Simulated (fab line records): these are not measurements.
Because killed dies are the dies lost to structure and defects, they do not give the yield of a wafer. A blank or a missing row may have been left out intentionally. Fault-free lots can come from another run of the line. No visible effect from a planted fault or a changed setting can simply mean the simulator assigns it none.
What tool caused it? / flow n5_finfet / 30 wafers from 10 lots sampled at 6 of the route's 1938 steps

WHAT THE GAUGES READ, wafer by wafer
N5_BEOL_M4_RC_MEAS_101.
lot=L465; measured=day 9 08:05; on=prober-02; DIBL_N (mV/V)=36.1 35.4 35.2; DIBL_P (mV/V)=37.1 37.2 35.8; IOFF_N (nA/um)=0.174 0.150 0.148; IOFF_P (nA/um)=0.20 0.19 0.17; ION_N (uA/um)=701 673 678; ION_P (uA/um)=470 460 464; SS_N (mV/dec)=71.1 70.9 71.2; SS_P (mV/dec)=73.9 73.9 73.1; VT_N (mV)=248 252 251; VT_P (mV)=-252.5 -249.9 -251.1
lot=L466; measured=day 9 12:35; on=prober-02; DIBL_N (mV/V)=34.3 35.7 33.8; DIBL_P (mV/V)=32.1 34.3 31.4; IOFF_N (nA/um)=0.130 0.156 0.123; IOFF_P (nA/um)=0.17 0.20 0.16; ION_N (uA/um)=663 696 671; ION_P (uA/um)=456 474 462; SS_N (mV/dec)=71.3 71.2 71.0; SS_P (mV/dec)=73.1 72.7 72.7; VT_N (mV)=250 248 254; VT_P (mV)=-252.0 -251.6 -250.1
lot=L467; measured=day 9 13:21; on=prober-01; DIBL_N (mV/V)=33.6 34.8 35.2; DIBL_P (mV/V)=31.9 34.4 33.7; IOFF_N (nA/um)=0.105 0.125 0.122; IOFF_P (nA/um)=0.15 0.18 0.17; ION_N (uA/um)=636 660 650; ION_P (uA/um)=438 452 452; SS_N (mV/dec)=70.7 70.5 70.6; SS_P (mV/dec)=72.2 73.2 72.0; VT_N (mV)=258 251 254; VT_P (mV)=-257.1 -251.7 -253.8
lot=L469; measured=day 11 04:55; on=prober-01; DIBL_N (mV/V)=33.9 31.4 32.5; DIBL_P (mV/V)=34.3 32.1 33.4; IOFF_N (nA/um)=0.132 0.109 0.121; IOFF_P (nA/um)=0.17 0.15 0.16; ION_N (uA/um)=655 667 668; ION_P (uA/um)=446 453 458; SS_N (mV/dec)=70.6 70.2 70.2; SS_P (mV/dec)=72.2 71.5 72.0; VT_N (mV)=255 253 252; VT_P (mV)=-254.2 -253.2 -253.3
lot=L478; measured=day 12 11:49; on=prober-01; DIBL_N (mV/V)=34.1 36.7 35.3; DIBL_P (mV/V)=32.5 35.3 33.7; IOFF_N (nA/um)=0.126 0.179 0.135; IOFF_P (nA/um)=0.17 0.22 0.19; ION_N (uA/um)=673 701 669; ION_P (uA/um)=468 476 463; SS_N (mV/dec)=70.2 70.7 70.7; SS_P (mV/dec)=72.2 73.4 72.8; VT_N (mV)=252 244 251; VT_P (mV)=-252.6 -248.5 -252.8
lot=L481; measured=day 12 17:50; on=prober-02; DIBL_N (mV/V)=35.9 38.4 35.4; DIBL_P (mV/V)=36.6 38.6 34.7; IOFF_N (nA/um)=0.155 0.197 0.136; IOFF_P (nA/um)=0.21 0.24 0.18; ION_N (uA/um)=679 670 680; ION_P (uA/um)=463 449 463; SS_N (mV/dec)=71.0 71.7 70.7; SS_P (mV/dec)=73.1 73.7 72.6; VT_N (mV)=251 247 254; VT_P (mV)=-250.7 -249.5 -251.3
lot=L483; measured=day 13 08:40; on=prober-01; DIBL_N (mV/V)=34.2 36.4 36.4; DIBL_P (mV/V)=33.0 35.6 35.6; IOFF_N (nA/um)=0.118 0.160 0.148; IOFF_P (nA/um)=0.15 0.19 0.18; ION_N (uA/um)=657 690 669; ION_P (uA/um)=449 466 454; SS_N (mV/dec)=70.2 71.7 70.8; SS_P (mV/dec)=72.0 72.1 72.8; VT_N (mV)=253 248 253; VT_P (mV)=-255.5 -253.0 -252.2
lot=L482; measured=day 13 10:35; on=prober-02; DIBL_N (mV/V)=35.0 37.1 35.3; DIBL_P (mV/V)=32.2 34.9 33.1; IOFF_N (nA/um)=0.118 0.149 0.121; IOFF_P (nA/um)=0.14 0.17 0.15; ION_N (uA/um)=656 654 657; ION_P (uA/um)=448 444 449; SS_N (mV/dec)=70.8 71.8 71.0; SS_P (mV/dec)=72.2 72.8 72.8; VT_N (mV)=253 253 255; VT_P (mV)=-256.9 -253.6 -253.0
lot=L486; measured=day 13 20:51; on=prober-02; DIBL_N (mV/V)=34.3 36.1 33.4; DIBL_P (mV/V)=32.5 34.7 31.5; IOFF_N (nA/um)=0.125 0.166 0.114; IOFF_P (nA/um)=0.17 0.21 0.16; ION_N (uA/um)=661 677 662; ION_P (uA/um)=453 458 460; SS_N (mV/dec)=71.1 71.4 70.9; SS_P (mV/dec)=72.1 72.9 71.8; VT_N (mV)=250 245 254; VT_P (mV)=-253.9 -248.5 -254.1
lot=L488; measured=day 14 09:56; on=prober-02; DIBL_N (mV/V)=37.7 35.9 36.3; DIBL_P (mV/V)=37.6 35.5 36.0; IOFF_N (nA/um)=0.200 0.155 0.166; IOFF_P (nA/um)=0.22 0.19 0.20; ION_N (uA/um)=701 679 681; ION_P (uA/um)=468 458 456; SS_N (mV/dec)=71.8 71.2 71.3; SS_P (mV/dec)=74.1 73.3 73.6; VT_N (mV)=246 249 245; VT_P (mV)=-253.1 -251.3 -250.3

N5_BEOL_M10_OCD_MEAS_38.
lot=L465; measured=day 11 18:26; on=ocd-01; trench_depth_nm (nm)=149.5 152.8 149.2
lot=L466; measured=day 11 20:55; on=ocd-02; trench_depth_nm (nm)=151.0 154.2 149.5
lot=L467; measured=day 11 20:51; on=ocd-02; trench_depth_nm (nm)=149.8 146.2 150.6
lot=L469; measured=day 13 11:18; on=ocd-02; trench_depth_nm (nm)=150.4 153.7 149.5
lot=L478; measured=day 14 20:54; on=ocd-01; trench_depth_nm (nm)=- - -
lot=L481; measured=day 14 23:53; on=ocd-02; trench_depth_nm (nm)=- - -
lot=L483; measured=day 15 14:11; on=ocd-01; trench_depth_nm (nm)=145.4 149.0 144.4
lot=L482; measured=day 15 11:58; on=ocd-01; trench_depth_nm (nm)=- - -
lot=L486; measured=day 16 06:05; on=ocd-01; trench_depth_nm (nm)=148.2 147.9 151.0
lot=L488; measured=day 16 22:10; on=ocd-01; trench_depth_nm (nm)=144.5 144.0 146.4

TOOL THAT RAN EACH LOT (tool first, then ch and the chambers of the sampled wafers, then the start)
lot=L465; N5_BEOL_M9_CMP_52=cmp-04 ch 0,1,2, day 11 12:08; N5_BEOL_M9_DEP_56=pecvd-01 ch 1,2, day 11 12:27; N5_BEOL_M10_ILD_DEP_00=pecvd-02 ch 0,2, day 11 12:35; N5_BEOL_M10_HM_DEP_02=pvd_sputter-03, day 11 13:30
lot=L466; N5_BEOL_M9_CMP_52=cmp-03 ch 0,1, day 11 16:16; N5_BEOL_M9_DEP_56=pecvd-01 ch 0,1,2, day 11 16:37; N5_BEOL_M10_ILD_DEP_00=pecvd-03 ch 0,2, day 11 16:46; N5_BEOL_M10_HM_DEP_02=pvd_sputter-03, day 11 18:45
lot=L467; N5_BEOL_M9_CMP_52=cmp-03 ch 2,3, day 11 15:55; N5_BEOL_M9_DEP_56=pecvd-02 ch 1,2, day 11 16:14; N5_BEOL_M10_ILD_DEP_00=pecvd-04 ch 0,2, day 11 16:22; N5_BEOL_M10_HM_DEP_02=pvd_sputter-03, day 11 18:39
lot=L469; N5_BEOL_M9_CMP_52=cmp-02 ch 0,3, day 13 05:54; N5_BEOL_M9_DEP_56=pecvd-01 ch 1,2, day 13 06:16; N5_BEOL_M10_ILD_DEP_00=pecvd-02 ch 0,2, day 13 06:23; N5_BEOL_M10_HM_DEP_02=pvd_sputter-01, day 13 07:45
lot=L478; N5_BEOL_M9_CMP_52=cmp-03 ch 0,3, day 14 15:51; N5_BEOL_M9_DEP_56=pecvd-03 ch 0,1,2, day 14 16:10; N5_BEOL_M10_ILD_DEP_00=pecvd-04 ch 0,1, day 14 16:19; N5_BEOL_M10_HM_DEP_02=pvd_sputter-03, day 14 18:52
lot=L481; N5_BEOL_M9_CMP_52=cmp-04 ch 1,2, day 14 16:35; N5_BEOL_M9_DEP_56=pecvd-03 ch 0,1,2, day 14 16:56; N5_BEOL_M10_ILD_DEP_00=pecvd-04 ch 0,1, day 14 17:05; N5_BEOL_M10_HM_DEP_02=pvd_sputter-01, day 14 19:39
lot=L483; N5_BEOL_M9_CMP_52=cmp-02 ch 1,2,3, day 15 08:50; N5_BEOL_M9_DEP_56=pecvd-01 ch 0,1,2, day 15 09:11; N5_BEOL_M10_ILD_DEP_00=pecvd-04 ch 1,2, day 15 09:19; N5_BEOL_M10_HM_DEP_02=pvd_sputter-01, day 15 11:34
lot=L482; N5_BEOL_M9_CMP_52=cmp-04 ch 0,2,3, day 15 05:46; N5_BEOL_M9_DEP_56=pecvd-03 ch 1,2, day 15 06:07; N5_BEOL_M10_ILD_DEP_00=pecvd-02 ch 0,1,2, day 15 06:15; N5_BEOL_M10_HM_DEP_02=pvd_sputter-02, day 15 07:07
lot=L486; N5_BEOL_M9_CMP_52=cmp-03 ch 0,3, day 16 00:55; N5_BEOL_M9_DEP_56=pecvd-01 ch 0,1,2, day 16 01:15; N5_BEOL_M10_ILD_DEP_00=pecvd-02 ch 0,1,2, day 16 01:23; N5_BEOL_M10_HM_DEP_02=pvd_sputter-03, day 16 02:58
lot=L488; N5_BEOL_M9_CMP_52=cmp-02 ch 0,1,3, day 16 14:38; N5_BEOL_M9_DEP_56=pecvd-03 ch 0,1,2, day 16 14:57; N5_BEOL_M10_ILD_DEP_00=pecvd-02 ch 1,2, day 16 15:05; N5_BEOL_M10_HM_DEP_02=pvd_sputter-03, day 16 18:17
- N5_BEOL_M9_CMP_52: polishes, stops on SiCOH lowk, t overpolish 7 s, target thk 140 nm.
- N5_BEOL_M9_DEP_56: deposits SiCN from 3MS/NH3, target thk 15 nm, time 26.5 s.
- N5_BEOL_M10_ILD_DEP_00: deposits SiCOH lowk from DEMS/porogen, target thk 308.51 nm, time 58 s.
- N5_BEOL_M10_HM_DEP_02: deposits TiN, target thk 20 nm.

AS READ BY THE TOOLS THEMSELVES (means over the sampled wafers that have a number; for cases with no such wafer, the mark the record gives instead)
N5_BEOL_M9_CMP_52.
lot=L465; tool=cmp-04; barrier_field_endpoint_s (s)=29.3; motor_current_A (A)=5.4; overpolish_run_s (s)=6.998; time_to_endpoint_s (s)=66.0
lot=L466; tool=cmp-03; barrier_field_endpoint_s (s)=28.1; motor_current_A (A)=6.9; overpolish_run_s (s)=6.997; time_to_endpoint_s (s)=64.6
lot=L467; tool=cmp-03; barrier_field_endpoint_s (s)=28.5; motor_current_A (A)=6.0; overpolish_run_s (s)=6.996; time_to_endpoint_s (s)=65.1
lot=L469; tool=cmp-02; barrier_field_endpoint_s (s)=29.2; motor_current_A (A)=6.3; overpolish_run_s (s)=7.000; time_to_endpoint_s (s)=65.3
lot=L478; tool=cmp-03; barrier_field_endpoint_s (s)=28.2; motor_current_A (A)=5.9; overpolish_run_s (s)=6.999; time_to_endpoint_s (s)=65.7
lot=L481; tool=cmp-04; barrier_field_endpoint_s (s)=28.6; motor_current_A (A)=5.8; overpolish_run_s (s)=7.008; time_to_endpoint_s (s)=65.0
lot=L483; tool=cmp-02; barrier_field_endpoint_s (s)=29.0; motor_current_A (A)=6.1; overpolish_run_s (s)=6.999; time_to_endpoint_s (s)=64.7
lot=L482; tool=cmp-04; barrier_field_endpoint_s (s)=29.8; motor_current_A (A)=5.7; overpolish_run_s (s)=7.010; time_to_endpoint_s (s)=70.9
lot=L486; tool=cmp-03; barrier_field_endpoint_s (s)=28.6; motor_current_A (A)=6.5; overpolish_run_s (s)=6.993; time_to_endpoint_s (s)=66.7
lot=L488; tool=cmp-02; barrier_field_endpoint_s (s)=28.8; motor_current_A (A)=5.9; overpolish_run_s (s)=7.006; time_to_endpoint_s (s)=65.9

N5_BEOL_M9_DEP_56.
lot=L465; tool=pecvd-01; chamber_pressure_Torr (Torr)=3.004; rf_fwd_power_W (W)=200.7; showerhead_plenum_p_Torr (Torr)=3.651; throttle_valve_pct (%)=9.1
lot=L466; tool=pecvd-01; chamber_pressure_Torr (Torr)=3.001; rf_fwd_power_W (W)=199.1; showerhead_plenum_p_Torr (Torr)=3.649; throttle_valve_pct (%)=9.1
lot=L467; tool=pecvd-02; chamber_pressure_Torr (Torr)=3.001; rf_fwd_power_W (W)=201.5; showerhead_plenum_p_Torr (Torr)=3.675; throttle_valve_pct (%)=9.1
lot=L469; tool=pecvd-01; chamber_pressure_Torr (Torr)=3.000; rf_fwd_power_W (W)=199.9; showerhead_plenum_p_Torr (Torr)=3.647; throttle_valve_pct (%)=8.9
lot=L478; tool=pecvd-03; chamber_pressure_Torr (Torr)=3.000; rf_fwd_power_W (W)=199.6; showerhead_plenum_p_Torr (Torr)=3.663; throttle_valve_pct (%)=9.0
lot=L481; tool=pecvd-03; chamber_pressure_Torr (Torr)=3.002; rf_fwd_power_W (W)=200.2; showerhead_plenum_p_Torr (Torr)=3.665; throttle_valve_pct (%)=9.0
lot=L483; tool=pecvd-01; chamber_pressure_Torr (Torr)=2.998; rf_fwd_power_W (W)=199.6; showerhead_plenum_p_Torr (Torr)=3.642; throttle_valve_pct (%)=8.9
lot=L482; tool=pecvd-03; chamber_pressure_Torr (Torr)=3.007; rf_fwd_power_W (W)=200.6; showerhead_plenum_p_Torr (Torr)=3.676; throttle_valve_pct (%)=9.0
lot=L486; tool=pecvd-01; chamber_pressure_Torr (Torr)=2.996; rf_fwd_power_W (W)=199.6; showerhead_plenum_p_Torr (Torr)=3.645; throttle_valve_pct (%)=9.2
lot=L488; tool=pecvd-03; chamber_pressure_Torr (Torr)=2.998; rf_fwd_power_W (W)=200.2; showerhead_plenum_p_Torr (Torr)=3.666; throttle_valve_pct (%)=9.1

N5_BEOL_M10_ILD_DEP_00.
lot=L465; tool=pecvd-02; chamber_pressure_Torr (Torr)=4.993; heater_power_outer_w (W)=117; heater_power_w (W)=290; showerhead_plenum_p_Torr (Torr)=5.748; throttle_valve_pct (%)=13.5
lot=L466; tool=pecvd-03; chamber_pressure_Torr (Torr)=5.007; heater_power_outer_w (W)=118; heater_power_w (W)=268; showerhead_plenum_p_Torr (Torr)=5.743; throttle_valve_pct (%)=13.3
lot=L467; tool=pecvd-04; chamber_pressure_Torr (Torr)=4.998; heater_power_outer_w (W)=200; heater_power_w (W)=364; showerhead_plenum_p_Torr (Torr)=5.748; throttle_valve_pct (%)=13.6
lot=L469; tool=pecvd-02; chamber_pressure_Torr (Torr)=5.003; heater_power_outer_w (W)=89; heater_power_w (W)=257; showerhead_plenum_p_Torr (Torr)=5.750; throttle_valve_pct (%)=13.6
lot=L478; tool=pecvd-04; chamber_pressure_Torr (Torr)=-; heater_power_outer_w (W)=-; heater_power_w (W)=-; showerhead_plenum_p_Torr (Torr)=-; throttle_valve_pct (%)=-
lot=L481; tool=pecvd-04; chamber_pressure_Torr (Torr)=-; heater_power_outer_w (W)=-; heater_power_w (W)=-; showerhead_plenum_p_Torr (Torr)=-; throttle_valve_pct (%)=-
lot=L483; tool=pecvd-04; chamber_pressure_Torr (Torr)=5.000; heater_power_outer_w (W)=180; heater_power_w (W)=346; showerhead_plenum_p_Torr (Torr)=5.729; throttle_valve_pct (%)=13.5
lot=L482; tool=pecvd-02; chamber_pressure_Torr (Torr)=-; heater_power_outer_w (W)=-; heater_power_w (W)=-; showerhead_plenum_p_Torr (Torr)=-; throttle_valve_pct (%)=-
lot=L486; tool=pecvd-02; chamber_pressure_Torr (Torr)=4.995; heater_power_outer_w (W)=111; heater_power_w (W)=284; showerhead_plenum_p_Torr (Torr)=5.743; throttle_valve_pct (%)=13.8
lot=L488; tool=pecvd-02; chamber_pressure_Torr (Torr)=5.016; heater_power_outer_w (W)=127; heater_power_w (W)=303; showerhead_plenum_p_Torr (Torr)=5.752; throttle_valve_pct (%)=14.0

N5_BEOL_M10_HM_DEP_02.
lot=L465; tool=pvd_sputter-03; chamber_pressure_pa (Pa)=0.4999; substrate_temp_c (C)=25.04; throttle_valve_pct (%)=30.4
lot=L466; tool=pvd_sputter-03; chamber_pressure_pa (Pa)=0.4999; substrate_temp_c (C)=24.90; throttle_valve_pct (%)=29.8
lot=L467; tool=pvd_sputter-03; chamber_pressure_pa (Pa)=0.5004; substrate_temp_c (C)=24.98; throttle_valve_pct (%)=31.1
lot=L469; tool=pvd_sputter-01; chamber_pressure_pa (Pa)=0.5005; substrate_temp_c (C)=24.78; throttle_valve_pct (%)=29.9
lot=L478; tool=pvd_sputter-03; chamber_pressure_pa (Pa)=0.4999; substrate_temp_c (C)=25.08; throttle_valve_pct (%)=28.3
lot=L481; tool=pvd_sputter-01; chamber_pressure_pa (Pa)=0.4988; substrate_temp_c (C)=24.91; throttle_valve_pct (%)=30.0
lot=L483; tool=pvd_sputter-01; chamber_pressure_pa (Pa)=0.4996; substrate_temp_c (C)=24.91; throttle_valve_pct (%)=30.0
lot=L482; tool=pvd_sputter-02; chamber_pressure_pa (Pa)=0.5002; substrate_temp_c (C)=24.96; throttle_valve_pct (%)=30.3
lot=L486; tool=pvd_sputter-03; chamber_pressure_pa (Pa)=0.5003; substrate_temp_c (C)=24.96; throttle_valve_pct (%)=28.8
lot=L488; tool=pvd_sputter-03; chamber_pressure_pa (Pa)=0.5000; substrate_temp_c (C)=25.00; throttle_valve_pct (%)=29.0

THE ANSWER, worked out from the rows above alone
Rule: usual is defined by the lots themselves. The widest of any qualifying gaps counts: lots, ordered by their means at a reading, are off when they make up no more than a third of the lots, leave a main group of 4 or more, and stand apart from it by 3 or more times the standard deviation of that group's means. The tables above print the reading to a certain number of digits; a main group whose means all agree to those digits is not used. A lot without any number at a reading at which 4 lots or more have one is off too. All remaining lots with rows at the step are treated as sound. First the gauges in route order, then the tools' own readings, where a lot's mean is used as printed above. At the first step where some lot is off, the reading lying furthest off is the one used; lots without a number count as furthest.
Off: L478, L481, L482 (N5_BEOL_M10_OCD_MEAS_38, trench_depth_nm). Without a number there: L478, L481, L482. The main group has a mean of 148.9 nm with a standard deviation of 2.3.
If a tool, at a process step before that reading, ran all the lots that are off and no sound lot after the first of them, it fits. The gauges at N5_BEOL_M10_OCD_MEAS_38 aren't tried: what is off there is off at N5_BEOL_M10_ILD_DEP_00 too, on other tools, and a gauge's error can't cause that. No candidate that was tried fits.

WHAT WAS PUT IN BY THE SIMULATOR
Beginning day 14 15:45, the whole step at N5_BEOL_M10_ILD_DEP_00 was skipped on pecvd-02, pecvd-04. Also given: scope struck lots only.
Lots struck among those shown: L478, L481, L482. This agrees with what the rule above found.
